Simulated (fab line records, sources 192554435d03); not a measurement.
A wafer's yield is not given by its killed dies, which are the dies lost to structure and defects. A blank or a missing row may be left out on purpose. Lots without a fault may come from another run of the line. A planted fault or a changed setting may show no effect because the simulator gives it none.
Matching of chambers | flow n5-finfet | N5_BEOL_M1_STRIP_19 on rie-diel-01 has 4 sister chambers
The step strips in O2. 4 wafers are shown with their chamber, then 10 later ones without.

WAFERS PAIRED WITH THEIR CHAMBERS
wafer  | chamber | drypump-motor-current-A (A)
L086.5 | 1       | 6.6
L085.1 | 0       | 5.5
L087.1 | 3       | 6.6
L087.4 | 2       | 5.7

WAFERS MISSING THEIR CHAMBER
wafer  | drypump-motor-current-A (A)
L087.5 | 5.7
L089.1 | 5.6
L089.5 | 5.7
L089.6 | 6.6
L092.1 | 5.7
L092.3 | 6.6
L092.4 | 5.6
L094.2 | 6.6
L094.4 | 6.6
L094.5 | 5.5

WHICH CHAMBER EACH ONE RAN IN
wafer  | from the rows above     | in truth
L087.5 | 2                       | 2
L089.1 | can't be placed: 0 or 2 | 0
L089.5 | 2                       | 2
L089.6 | can't be placed: 1 or 3 | 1
L092.1 | 2                       | 2
L092.3 | can't be placed: 1 or 3 | 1
L092.4 | can't be placed: 0 or 2 | 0
L094.2 | can't be placed: 1 or 3 | 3
L094.4 | can't be placed: 1 or 3 | 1
L094.5 | 0                       | 0
Correctly placed: 4 of 10. From these rows, 6 cannot be placed; in 6 the true chamber is one of the candidates. 0 placed wrongly.
How it was worked out, from the rows above alone: a wafer's distance from a chamber is the root of the sum, over the readings, of the square of ((its reading less the chamber's mean) divided by the reading's scatter). If the next closest chamber is less than 2 further off than the closest, the wafer can't be placed; otherwise it belongs to the closest. A chamber's mean is the mean of its shown wafers. The scatter: with one shown wafer a chamber, the root of the mean of the squares of how far each hidden wafer lies from its nearest shown one.
